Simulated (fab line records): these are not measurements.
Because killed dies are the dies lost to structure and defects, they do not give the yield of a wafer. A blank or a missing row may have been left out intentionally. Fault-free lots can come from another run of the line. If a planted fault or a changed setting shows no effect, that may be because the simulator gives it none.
fab line records	flow n5_finfet	part 1 of 2: steps 1 to 20 of 31
record: lots: 5	wafers: 15	last_day: 17
route steps=1938 shown BEOL_M1@759
lots with no fault: from the same line, run without faults
start_h: the number of hours between the record's first day and the start of the first shown wafer of the lot	wait_h: how many hours have passed since the lot's step before this one	" identical to the entry in the row above	L1.1+2: one row covering several wafers at once	- no value, or no start given	* or withheld: withheld	< > ~ a bound
route shown NAME@n: a module of which the file shows steps, and the number in the route of the first	usual: the fault-free wafers' mean and standard deviation	same: alike in all rows	chamber/n: place in a boat	sites: readings site by site	_std_site: the values' standard deviation	_edge_site: outer sites' mean less inner sites'	radius_mm: how far each site lies from the wafer's centre	mask NAME#n: copy n	behind: the last tool/chamber to shape the wafer	hold: why the lot went on hold/how many hours it stayed there/how the hold came to an end	device: whichever transistor did not switch (one of n, p or np)	end of line: the same wafers' tests at the end of the route	where a step has no rows: the recipe by itself	killed: at the first sort, the dies lost to defects and structure; wafer yield is something else	map: dies across one wafer; x = killed, . = not, _ = none there
set.NAME: setting as actually run; set.NAME@STEP: the setting as run at that earlier step	model.NAME: the simulator's own value behind a step, which no gauge read
lots at some steps of the route; a table a step, a row a wafer
services: a tool's chamber out of use, with start hour (start_h, from the record's first day; less than 0 if before it), hours out, and reason
== steps ==
step: N5_BEOL_M1_EBR_07
recipe: solvent: PGMEA	ebr_width_mm: 1.5
lot.wafer	tool	chamber	start_h	wait_h
L082.2+5+6	litho_track-03	0	-	-
L083.1+4+5	litho_track-05	0	-	-
L085.2+3+5	litho_track-04	0	-	-
L087.3+4+6	litho_track-04	0	-	-
L089.1+4+6	litho_track-04	0	-	-
step: N5_BEOL_M1_SOFTBAKE_06
recipe: temp_c: 110	time_s: 60	resist: CAR-EUV
lot.wafer	tool	chamber	start_h	wait_h
L082.2+5+6	litho_track-03	0	-	-
L083.1+4+5	litho_track-05	0	-	-
L085.2+3+5	litho_track-04	0	-	-
L087.3+4+6	litho_track-04	0	-	-
L089.1+4+6	litho_track-04	0	-	-
step: N5_BEOL_M1_EXPOSE_08
recipe: mask_id: M1	na: 0.33	source_shape: dipole	sigma_inner: 0.369	sigma_outer: 0.767	polarization: unpolarized	dose_mj: 33
usual: exposure_dose_mJ_cm2: 32.99/0.043	focus_offset_nm: 0.0/0.53
same: dipole_opening_deg: 79.7
lot.wafer	tool	chamber	start_h	wait_h	mask	exposure_dose_mJ_cm2	focus_offset_nm
L082.2	euv_scanner-02	0	166.84	-	M1#0	33.00	-0.2
L082.5	"	0	"	"	M1#0	33.05	0.8
L082.6	"	0	"	"	M1#0	33.03	-0.3
L083.1	euv_scanner-02	0	172.60	-	M1#0	33.07	0.2
L083.4	"	0	"	"	M1#0	33.05	-0.4
L083.5	"	0	"	"	M1#0	33.05	0.6
L085.2	euv_scanner-02	0	199.57	-	M1#0	33.03	-0.6
L085.3	"	0	"	"	M1#0	33.01	-0.9
L085.5	"	0	"	"	M1#0	32.96	-0.5
L087.3	euv_scanner-02	0	199.61	-	M1#0	33.00	0.2
L087.4	"	0	"	"	M1#0	32.99	0.3
L087.6	"	0	"	"	M1#0	32.98	0.5
L089.1	euv_scanner-01	0	212.85	-	M1#0	32.97	0.1
L089.4	"	0	"	"	M1#0	32.94	0.2
L089.6	"	0	"	"	M1#0	32.97	0.6
step: N5_BEOL_M1_PEB_09
recipe: peb_temp_c: 100	peb_time_s: 60	resist: CAR-EUV
same: peb_time_s: 60
lot.wafer	tool	chamber	start_h	wait_h
L082.2+5+6	litho_track-05	0	166.89	0.0
L083.1+4+5	litho_track-03	0	172.66	0.1
L085.2+3+5	litho_track-04	0	199.62	0.0
L087.3+4+6	litho_track-04	0	199.66	0.0
L089.1+4+6	litho_track-04	0	212.90	0.1
step: N5_BEOL_M1_DEVELOP_10
recipe: develop_time_s: 30	developer: TMAH	resist: CAR-EUV	rinse_liquid: surfactant_rinse	dry: air_spin	dev_temp_c: 23
lot.wafer	tool	chamber	start_h	wait_h
L082.2+5+6	litho_track-05	0	-	-
L083.1+4+5	litho_track-03	0	-	-
L085.2+3+5	litho_track-04	0	-	-
L087.3+4+6	litho_track-04	0	-	-
L089.1+4+6	litho_track-04	0	-	-
step: N5_BEOL_M1_CD_MEAS_11
recipe: target_cd_nm: 17.05	landing_energy_ev: 500	detector: se_inlens	polarity: opening
usual: cd_nm: 17.16/0.22
lot.wafer	tool	chamber	start_h	wait_h	cd_nm
L082.2	cd_sem-01	0	166.96	-	17.09
L082.5	"	0	"	"	17.18
L082.6	"	0	"	"	16.77
L083.1	cd_sem-02	0	172.73	-	17.44
L083.4	"	0	"	"	17.23
L083.5	"	0	"	"	17.30
L085.2	cd_sem-01	0	199.69	-	17.32
L085.3	"	0	"	"	16.78
L085.5	"	0	"	"	17.23
L087.3	cd_sem-03	0	199.73	-	17.35
L087.4	"	0	"	"	17.56
L087.6	"	0	"	"	17.31
L089.1	cd_sem-03	0	212.97	-	17.06
L089.4	"	0	"	"	16.70
L089.6	"	0	"	"	17.10
step: N5_BEOL_M1_OVL_MEAS_12
recipe: points_per_wafer: 522
usual: M1_OVL: -0.2/0.76
lot.wafer	tool	chamber	start_h	wait_h	M1_OVL[nm]
L082.2	overlay-01	0	167.00	0.0	-0.6
L082.5	"	0	"	"	-0.9
L082.6	"	0	"	"	-1.2
L083.1	overlay-01	0	172.76	0.0	0.1
L083.4	"	0	"	"	-1.4
L083.5	"	0	"	"	-1.6
L085.2	overlay-01	0	199.73	0.0	0.0
L085.3	"	0	"	"	-0.5
L085.5	"	0	"	"	-1.2
L087.3	overlay-02	0	199.77	0.0	-0.4
L087.4	"	0	"	"	0.9
L087.6	"	0	"	"	0.3
L089.1	overlay-01	0	213.00	0.0	-0.2
L089.4	"	0	"	"	-0.6
L089.6	"	0	"	"	-1.2
step: N5_BEOL_M1_INSPECT_13
recipe: mode: adi	inspect_instrument: brightfield
usual: raw_defect_count: 402/81
lot.wafer	tool	chamber	start_h	wait_h	raw_defect_count
L082.2	defect_inspect-01	-	167.05	0.0	370
L082.5	"	-	"	"	269
L082.6	"	-	"	"	351
L083.1	defect_inspect-01	-	172.82	0.1	429
L083.4	"	-	"	"	535
L083.5	"	-	"	"	527
L085.2	defect_inspect-02	-	199.78	0.0	368
L085.3	"	-	"	"	375
L085.5	"	-	"	"	379
L087.3	defect_inspect-01	-	199.82	0.0	594
L087.4	"	-	"	"	408
L087.6	"	-	"	"	454
L089.1	defect_inspect-02	-	213.06	0.1	326
L089.4	"	-	"	"	550
L089.6	"	-	"	"	372
step: N5_BEOL_M1_DESCUM_16
recipe: chemistry: O2	time_s: 7	source_power_w: 50	bias_power_w: 20	pressure_mtorr: 20	rf_frequency_hz: 2.712e+07	temp_c: 40	resist: CAR-EUV	o2_flow_sccm: 225
usual: drypump_motor_current_A: 5.5/0.36	oes_product_au: 0.75/0.075	rf_vpp_V: 242.6/1.4	showerhead_plenum_p_Torr: 2.06/0.066	throttle_valve_pct: 20.47/0.24
lot.wafer	tool	chamber	start_h	wait_h	drypump_motor_current_A	oes_product_au	rf_hours_counter_h	rf_vpp_V	showerhead_plenum_p_Torr	throttle_valve_pct
L082.2	rie_diel-04	1	167.08	0.0	6.3	0.70	223	241.8	1.98	20.56
L082.5	"	1	"	"	6.2	0.70	-	241.6	1.98	20.59
L082.6	"	2	"	"	5.2	0.73	-	244.8	2.19	20.55
L083.1	rie_diel-04	1	172.94	0.1	6.3	0.70	226	242.2	1.98	20.57
L083.4	"	0	"	"	5.8	0.96	-	243.9	2.07	20.27
L083.5	"	2	"	"	5.2	0.72	-	245.6	2.19	20.54
L085.2	rie_diel-04	0	199.81	0.0	5.8	0.94	20	242.2	2.07	20.30
L085.3	"	1	"	"	6.3	0.70	234	242.7	1.98	20.58
L085.5	"	2	"	"	5.2	0.73	-	244.4	2.19	20.53
L087.3	rie_diel-06	0	199.90	0.1	4.9	0.87	33	243.3	2.06	20.29
L087.4	"	3	"	"	5.3	0.73	179	242.4	2.02	20.95
L087.6	"	1	"	"	5.7	0.73	-	241.9	1.99	20.37
L089.1	rie_diel-04	1	213.71	0.7	6.3	0.69	239	241.8	1.98	20.60
L089.4	"	3	"	"	5.6	0.67	239	242.8	2.06	20.61
L089.6	"	0	"	"	5.8	0.92	-	241.9	2.07	20.28
step: N5_BEOL_M1_ETCH_74
recipe: chemistry: N2/H2	target: underlayer	target_depth_a: 65	mask_material: CAR-EUV	time_s: 5.2	ion_energy_ev: 200	pressure_mtorr: 30	source_w: 840	bias_w: 150	n2_flow_sccm: 200	h2_flow_sccm: 200	ends: cleared
usual: drypump_motor_current_A: 5.5/0.36	etch_rf_on_time_s: 5.23/0.15	oes_product_au: 0.64/0.061	rf_vpp_V: 522.7/2.5	showerhead_plenum_p_Torr: 2.50/0.082	throttle_valve_pct: 17.90/0.23
lot.wafer	tool	chamber	start_h	wait_h	drypump_motor_current_A	etch_rf_on_time_s	oes_product_au	rf_hours_counter_h	rf_vpp_V	showerhead_plenum_p_Torr	throttle_valve_pct
L082.2	rie_diel-04	1	167.12	0.0	6.3	5.11	0.60	223	518.9	2.41	18.17
L082.5	"	1	"	"	6.3	5.20	0.60	-	519.5	2.41	18.16
L082.6	"	2	"	"	5.3	5.43	0.62	-	525.5	2.67	18.07
L083.1	rie_diel-04	1	172.98	0.0	6.3	5.04	0.60	226	521.6	2.41	18.16
L083.4	"	0	"	"	5.8	5.03	0.82	-	522.4	2.51	17.58
L083.5	"	2	"	"	5.2	5.35	0.62	-	526.9	2.66	18.08
L085.2	rie_diel-04	0	199.85	0.0	5.8	5.09	0.81	20	522.6	2.50	17.60
L085.3	"	1	"	"	6.2	5.12	0.60	234	520.9	2.41	18.18
L085.5	"	2	"	"	5.3	5.43	0.62	-	527.5	2.66	18.12
L087.3	rie_diel-06	0	199.94	0.0	4.9	5.27	0.74	33	524.8	2.49	17.58
L087.4	"	3	"	"	5.4	5.22	0.62	179	520.8	2.43	18.15
L087.6	"	1	"	"	5.7	4.97	0.63	-	518.8	2.40	17.68
L089.1	rie_diel-04	1	213.75	0.0	6.3	5.10	0.59	239	521.3	2.41	18.19
L089.4	"	3	"	"	5.7	5.03	0.57	239	521.4	2.51	18.11
L089.6	"	0	"	"	5.8	5.13	0.79	-	522.7	2.50	17.61
step: N5_BEOL_M1_ETCH_63
recipe: chemistry: CF4	target: SiARC	target_depth_a: 156	mask_material: CAR-EUV	time_s: 26	ion_energy_ev: 80	pressure_mtorr: 40	source_w: 545	bias_w: 36	Ar_flow_sccm: 100	cf4_flow_sccm: 100	ends: cleared
usual: drypump_motor_current_A: 5.5/0.36	etch_rf_on_time_s: 26.2/0.78	oes_product_au: 0.64/0.061	rf_vpp_V: 183.6/1.2	showerhead_plenum_p_Torr: 2.10/0.061	throttle_valve_pct: 15.63/0.23
lot.wafer	tool	chamber	start_h	wait_h	drypump_motor_current_A	etch_rf_on_time_s	oes_product_au	rf_hours_counter_h	rf_vpp_V	showerhead_plenum_p_Torr	throttle_valve_pct
L082.2	rie_diel-04	1	167.13	0.0	6.3	25.6	0.60	223	182.8	2.04	15.78
L082.5	"	1	"	"	6.3	25.4	0.60	-	183.7	2.04	15.77
L082.6	"	2	"	"	5.2	26.9	0.62	-	184.1	2.22	15.66
L083.1	rie_diel-04	1	172.99	0.0	6.3	25.6	0.60	226	182.8	2.04	15.79
L083.4	"	0	"	"	5.8	25.5	0.82	-	184.3	2.11	15.26
L083.5	"	2	"	"	5.2	26.9	0.62	-	184.8	2.22	15.68
L085.2	rie_diel-04	0	199.86	0.0	5.8	25.1	0.80	20	183.6	2.11	15.28
L085.3	"	1	"	"	6.3	25.5	0.59	234	181.8	2.03	15.82
L085.5	"	2	"	"	5.2	26.8	0.62	-	186.9	2.22	15.68
L087.3	rie_diel-06	0	199.96	0.0	4.9	26.5	0.73	33	185.6	2.09	15.27
L087.4	"	3	"	"	5.3	26.1	0.62	179	184.0	2.05	15.94
L087.6	"	1	"	"	5.7	25.2	0.64	-	182.8	2.05	15.61
L089.1	rie_diel-04	1	213.76	0.0	6.2	25.5	0.60	239	183.1	2.03	15.82
L089.4	"	3	"	"	5.6	24.7	0.59	239	183.9	2.10	15.78
L089.6	"	0	"	"	5.8	25.3	0.79	-	183.1	2.10	15.27
step: N5_BEOL_M1_ETCH_64
recipe: chemistry: N2/H2	target: SOC	target_depth_a: 750	overetch_a: 150	mask_material: SiARC	temp_c: 40	time_s: 112.5	ion_energy_ev: 200	pressure_mtorr: 30	source_w: 840	bias_w: 150	n2_flow_sccm: 200	h2_flow_sccm: 200
usual: drypump_motor_current_A: 5.5/0.36	oes_product_au: 0.59/0.055	rf_vpp_V: 522.7/2.3	showerhead_plenum_p_Torr: 2.50/0.082	throttle_valve_pct: 17.86/0.23
lot.wafer	tool	chamber	start_h	wait_h	drypump_motor_current_A	oes_product_au	rf_hours_counter_h	rf_vpp_V	showerhead_plenum_p_Torr	throttle_valve_pct
L082.2	rie_diel-04	1	167.16	0.0	6.2	0.56	223	519.2	2.41	18.11
L082.5	"	1	"	"	6.3	0.55	-	520.8	2.41	18.11
L082.6	"	2	"	"	5.2	0.59	-	526.7	2.67	18.05
L083.1	rie_diel-04	1	173.02	0.0	6.3	0.55	226	519.8	2.41	18.11
L083.4	"	0	"	"	5.8	0.75	-	522.8	2.51	17.53
L083.5	"	2	"	"	5.2	0.59	-	526.1	2.66	18.04
L085.2	rie_diel-04	0	199.89	0.0	5.8	0.73	20	520.4	2.50	17.54
L085.3	"	1	"	"	6.2	0.55	234	520.1	2.41	18.12
L085.5	"	2	"	"	5.3	0.58	-	527.6	2.66	18.07
L087.3	rie_diel-06	0	199.98	0.0	4.9	0.69	33	522.6	2.49	17.57
L087.4	"	3	"	"	5.4	0.58	179	521.2	2.43	18.10
L087.6	"	1	"	"	5.7	0.58	-	519.1	2.40	17.64
L089.1	rie_diel-04	1	213.79	0.0	6.3	0.54	239	520.6	2.41	18.13
L089.4	"	3	"	"	5.6	0.54	239	522.3	2.51	18.07
L089.6	"	0	"	"	5.7	0.73	-	523.0	2.50	17.55
step: N5_BEOL_M1_STRIP_65
recipe: chemistry: N2/H2	temp_c: 40	n2_flow_sccm: 200	h2_flow_sccm: 200	rf_frequency_hz: 6e+07
lot.wafer	tool	chamber	start_h	wait_h
L082.2+5+6	rie_diel-04	1,1,2	167.27	0.1
L083.1+4+5	rie_diel-04	1,0,2	173.13	0.1
L085.2+3+5	rie_diel-04	0,1,2	200.00	0.1
L087.3+4+6	rie_diel-06	0,3,1	200.09	0.1
L089.1+4+6	rie_diel-04	1,3,0	213.90	0.1
step: N5_BEOL_M1_STRIP_75
recipe: chemistry: N2/H2	temp_c: 40	n2_flow_sccm: 200	h2_flow_sccm: 200	rf_frequency_hz: 6e+07
lot.wafer	tool	chamber	start_h	wait_h
L082.2+5+6	rie_diel-04	1,1,2	167.28	0.0
L083.1+4+5	rie_diel-04	1,0,2	173.14	0.0
L085.2+3+5	rie_diel-04	0,1,2	200.01	0.0
L087.3+4+6	rie_diel-06	0,3,1	200.10	0.0
L089.1+4+6	rie_diel-04	1,3,0	213.91	0.0
step: N5_BEOL_M1_STRIP_66
recipe: chemistry: CF4	resist: SiARC	power_w: 300	bias_power_w: 75	pressure_mtorr: 50	cf4_flow_sccm: 150	rf_frequency_hz: 6e+07
usual: drypump_motor_current_A: 5.5/0.37	oes_product_au: 0.74/0.07	rf_vpp_V: 270.5/1.4	showerhead_plenum_p_Torr: 1.76/0.05	throttle_valve_pct: 13.60/0.24
lot.wafer	tool	chamber	start_h	wait_h	drypump_motor_current_A	oes_product_au	rf_hours_counter_h	rf_vpp_V	showerhead_plenum_p_Torr	throttle_valve_pct
L082.2	rie_diel-04	1	167.29	0.0	6.3	0.70	223	269.5	1.70	13.74
L082.5	"	1	"	"	6.3	0.69	-	269.8	1.70	13.74
L082.6	"	2	"	"	5.2	0.74	-	273.5	1.85	13.61
L083.1	rie_diel-04	1	173.15	0.0	6.3	0.69	226	270.3	1.70	13.74
L083.4	"	0	"	"	5.8	0.94	-	269.6	1.76	13.18
L083.5	"	2	"	"	5.3	0.74	-	272.7	1.85	13.60
L085.2	rie_diel-04	0	200.02	0.0	5.8	0.92	20	270.6	1.76	13.20
L085.3	"	1	"	"	6.3	0.68	234	268.4	1.69	13.76
L085.5	"	2	"	"	5.3	0.72	-	272.8	1.85	13.64
L087.3	rie_diel-06	0	200.11	0.0	4.9	0.86	33	270.8	1.74	13.21
L087.4	"	3	"	"	5.4	0.73	179	271.1	1.71	13.88
L087.6	"	1	"	"	5.7	0.72	-	269.3	1.71	13.58
L089.1	rie_diel-04	1	213.92	0.0	6.3	0.68	239	270.3	1.69	13.77
L089.4	"	3	"	"	5.6	0.67	239	271.2	1.76	13.81
L089.6	"	0	"	"	5.8	0.90	-	270.6	1.76	13.23
step: N5_BEOL_M1_HM_OPEN_17
recipe: chemistry: Cl2/BCl3	target_depth_a: 200	overetch_a: 60	target: TiN	mask_material: SOC	ion_energy_ev: 150	pressure_mtorr: 10	icp_w: 1000	bias_w: 126	Cl2_flow_sccm: 53.25	bcl3_flow_sccm: 21.75	Ar_flow_sccm: 25
usual: drypump_motor_current_A: 5.8/0.39	oes_product_au: 0.67/0.066	throttle_valve_pct: 22.16/0.28
lot.wafer	tool	chamber	start_h	wait_h	drypump_motor_current_A	oes_product_au	rf_hours_counter_h	throttle_valve_pct
L082.2	rie_metal-02	1	167.33	0.0	5.0	0.75	11	21.72
L082.5	"	0	"	"	5.9	0.73	-	22.24
L082.6	"	1	"	"	5.0	0.75	-	21.70
L083.1	rie_metal-03	0	173.19	0.0	6.3	0.72	24	22.11
L083.4	"	0	"	"	6.2	0.72	-	22.11
L083.5	"	0	"	"	6.2	0.72	-	22.12
L085.2	rie_metal-01	1	200.06	0.0	6.0	0.65	41	22.63
L085.3	"	0	"	"	5.9	0.65	-	22.02
L085.5	"	1	"	"	6.0	0.64	-	22.61
L087.3	rie_metal-03	1	200.18	0.1	6.0	0.54	-	22.24
L087.4	"	0	"	"	6.2	0.71	-	22.12
L087.6	"	0	"	"	6.3	0.72	-	22.12
L089.1	rie_metal-03	1	213.96	0.0	6.0	0.53	115	22.22
L089.4	"	1	"	"	6.0	0.54	-	22.22
L089.6	"	1	"	"	6.0	0.54	-	22.23
step: N5_BEOL_M1_STRIP_19
recipe: chemistry: O2	power_w: 400	temp_c: 40	pressure_mtorr: 30	rf_frequency_hz: 6e+07	bias_power_w: 0	overash_fraction: 0.2	o2_flow_sccm: 225
usual: drypump_motor_current_A: 5.6/0.38	oes_product_au: 0.76/0.093	rf_vpp_V: 3.7/0.49	showerhead_plenum_p_Torr: 2.07/0.073	throttle_valve_pct: 16.70/0.21
lot.wafer	tool	chamber	start_h	wait_h	drypump_motor_current_A	oes_product_au	rf_hours_counter_h	rf_vpp_V	showerhead_plenum_p_Torr	throttle_valve_pct
L082.2	rie_diel-04	2	167.45	0.1	5.2	0.73	157	3.8	2.20	16.80
L082.5	"	2	"	"	5.3	0.74	-	3.2	2.20	16.78
L082.6	"	1	"	"	6.3	0.70	-	3.0	1.99	16.83
L083.1	rie_diel-04	1	173.30	0.1	6.3	0.70	226	4.2	1.98	16.83
L083.4	"	2	"	"	5.2	0.73	-	4.2	2.20	16.81
L083.5	"	0	"	"	5.8	0.95	-	4.5	2.08	16.43
L085.2	rie_diel-04	3	200.24	0.2	5.6	0.67	234	3.4	2.06	16.87
L085.3	"	1	"	"	6.3	0.68	234	3.4	1.98	16.86
L085.5	"	3	"	"	5.7	0.66	-	4.2	2.06	16.90
L087.3	rie_diel-04	2	200.28	0.1	5.3	0.72	168	3.1	2.19	16.83
L087.4	"	3	"	"	5.6	0.67	234	3.1	2.06	16.89
L087.6	"	0	"	"	5.8	0.94	-	3.8	2.08	16.46
L089.1	rie_diel-04	0	214.07	0.1	5.8	0.93	25	3.7	2.07	16.45
L089.4	"	3	"	"	5.7	0.67	239	3.3	2.06	16.86
L089.6	"	0	"	"	5.8	0.93	-	3.5	2.07	16.47
step: N5_BEOL_M1_CD_MEAS_18
recipe: pitch_nm: 36	target_cd_nm: 18
usual: cd_nm: 18.1/0.34
lot.wafer	tool	chamber	start_h	wait_h	cd_nm
L082.2	cd_sem-03	-	167.52	0.1	18.4
L082.5	"	-	"	"	18.0
L082.6	"	-	"	"	17.6
L083.1	cd_sem-02	-	173.37	0.0	18.2
L083.4	"	-	"	"	18.2
L083.5	"	-	"	"	17.5
L085.2	cd_sem-01	-	200.32	0.1	17.8
L085.3	"	-	"	"	18.0
L085.5	"	-	"	"	17.9
L087.3	cd_sem-03	-	200.36	0.1	18.2
L087.4	"	-	"	"	18.5
L087.6	"	-	"	"	17.7
L089.1	cd_sem-01	-	214.14	0.0	17.7
L089.4	"	-	"	"	18.2
L089.6	"	-	"	"	17.6
step: N5_BEOL_M1_COAT_67
recipe: resist: SOC	temp_c: 250	time_s: 60	spin_rpm: 1500	resist_thk_nm: 60
usual: spin_speed_rpm: 1500.1/0.95
lot.wafer	tool	chamber	start_h	wait_h	spin_speed_rpm
L082.2	litho_track-04	0	167.55	0.0	1500.4
L082.5	"	0	"	"	1500.5
L082.6	"	0	"	"	1499.7
L083.1	litho_track-05	0	173.41	0.0	1499.4
L083.4	"	0	"	"	1499.6
L083.5	"	0	"	"	1500.8
L085.2	litho_track-04	0	200.35	0.0	1500.3
L085.3	"	0	"	"	1500.4
L085.5	"	0	"	"	1500.1
L087.3	litho_track-03	0	200.39	0.0	1500.2
L087.4	"	0	"	"	1499.6
L087.6	"	0	"	"	1498.4
L089.1	litho_track-03	0	214.18	0.0	1499.4
L089.4	"	0	"	"	1500.4
L089.6	"	0	"	"	1500.3
step: N5_BEOL_M1_COAT_68
recipe: resist: SiARC	temp_c: 220	time_s: 60	spin_rpm: 1500	resist_thk_nm: 12
usual: spin_speed_rpm: 1500.1/0.82
lot.wafer	tool	chamber	start_h	wait_h	spin_speed_rpm
L082.2	litho_track-04	0	-	-	1499.4
L082.5	"	0	"	"	1500.4
L082.6	"	0	"	"	1499.4
L083.1	litho_track-05	0	-	-	1502.3
L083.4	"	0	"	"	1499.4
L083.5	"	0	"	"	1500.6
L085.2	litho_track-04	0	-	-	1499.5
L085.3	"	0	"	"	1499.7
L085.5	"	0	"	"	1499.3
L087.3	litho_track-03	0	-	-	1500.7
L087.4	"	0	"	"	1500.0
L087.6	"	0	"	"	1499.7
L089.1	litho_track-03	0	-	-	1498.6
L089.4	"	0	"	"	1499.0
L089.6	"	0	"	"	1500.9
